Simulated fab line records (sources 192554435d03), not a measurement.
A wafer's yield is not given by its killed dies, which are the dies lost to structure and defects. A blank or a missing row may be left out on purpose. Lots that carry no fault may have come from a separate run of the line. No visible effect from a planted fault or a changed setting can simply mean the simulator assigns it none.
What tool caused it? || flow n5-finfet || 29 wafers from 10 lots sampled at 2 of the route's 1938 steps

WHAT EACH GAUGE READ, for each wafer
N5_ZERO_LAYER_CD_MEAS_11: target cd 2000 nm.
{"lot": "L554", "measured": "day 1 12:46", "on": "cd-sem-03", "cd-nm (nm)": "1998.5 2000.9 2000.6"}
{"lot": "L555", "measured": "day 1 18:46", "on": "cd-sem-01", "cd-nm (nm)": "1998.7 1998.7 2000.2"}
{"lot": "L566", "measured": "day 4 12:38", "on": "cd-sem-01", "cd-nm (nm)": "1999.6 1999.5 1998.5"}
{"lot": "L567", "measured": "day 4 18:38", "on": "cd-sem-02", "cd-nm (nm)": "1998.6 1996.0 1999.6"}
{"lot": "L568", "measured": "day 5 00:47", "on": "cd-sem-03", "cd-nm (nm)": "2000.8 2000.2 2000.5"}
{"lot": "L571", "measured": "day 5 18:46", "on": "cd-sem-01", "cd-nm (nm)": "2001.6 1999.6 2000.8"}
{"lot": "L572", "measured": "day 6 00:47", "on": "cd-sem-02", "cd-nm (nm)": "2000.2 1997.9"}
{"lot": "L575", "measured": "day 6 18:47", "on": "cd-sem-01", "cd-nm (nm)": "1997.9 1998.8 1998.5"}
{"lot": "L576", "measured": "day 7 00:47", "on": "cd-sem-02", "cd-nm (nm)": "2001.3 2000.3 2001.1"}
{"lot": "L577", "measured": "day 7 06:38", "on": "cd-sem-03", "cd-nm (nm)": "2001.9 2002.4 2000.0"}

WHAT TOOL EACH LOT RAN ON (gives the tool, then ch and the chambers of the sampled wafers, and finally the start)
{"lot": "L554", "N5_ZERO_LAYER_PECVD_02": "pecvd-01 ch 0,1,2, day 1 12:19"}
{"lot": "L555", "N5_ZERO_LAYER_PECVD_02": "pecvd-04 ch 0,1,2, day 1 18:17"}
{"lot": "L566", "N5_ZERO_LAYER_PECVD_02": "pecvd-01 ch 1,2, day 4 12:17"}
{"lot": "L567", "N5_ZERO_LAYER_PECVD_02": "pecvd-04 ch 0,1,2, day 4 18:17"}
{"lot": "L568", "N5_ZERO_LAYER_PECVD_02": "pecvd-01 ch 0,1, day 5 00:17"}
{"lot": "L571", "N5_ZERO_LAYER_PECVD_02": "pecvd-04 ch 0,1,2, day 5 18:17"}
{"lot": "L572", "N5_ZERO_LAYER_PECVD_02": "pecvd-03 ch 0,1, day 6 00:18"}
{"lot": "L575", "N5_ZERO_LAYER_PECVD_02": "pecvd-03 ch 1,2, day 6 18:17"}
{"lot": "L576", "N5_ZERO_LAYER_PECVD_02": "pecvd-04 ch 0,1, day 7 00:17"}
{"lot": "L577", "N5_ZERO_LAYER_PECVD_02": "pecvd-04 ch 0,1, day 7 06:17"}
- N5_ZERO_LAYER_PECVD_02: deposits SiO2 from SiH4/N2O, target thk 10 nm, time 6 s.

THE ANSWER, worked out from the rows above alone
Rule: the lots themselves supply what counts as usual. Put in order of their means at a reading, lots are off if they are a third of the lots or fewer, leave a main group of 4 or more, and stand apart from it by a gap of 3 or more times the standard deviation of the main group's means; of several such gaps the widest counts. A main group is skipped when, at the precision printed for the reading in the tables above, its means are all equal. A lot without any number at a reading at which 4 lots or more have one is off too. Where the step has rows for the other lots, those lots are counted as sound.
Nothing can be told from this: no lot is off at any reading shown.

WHAT THE SIMULATOR HAD PUT IN
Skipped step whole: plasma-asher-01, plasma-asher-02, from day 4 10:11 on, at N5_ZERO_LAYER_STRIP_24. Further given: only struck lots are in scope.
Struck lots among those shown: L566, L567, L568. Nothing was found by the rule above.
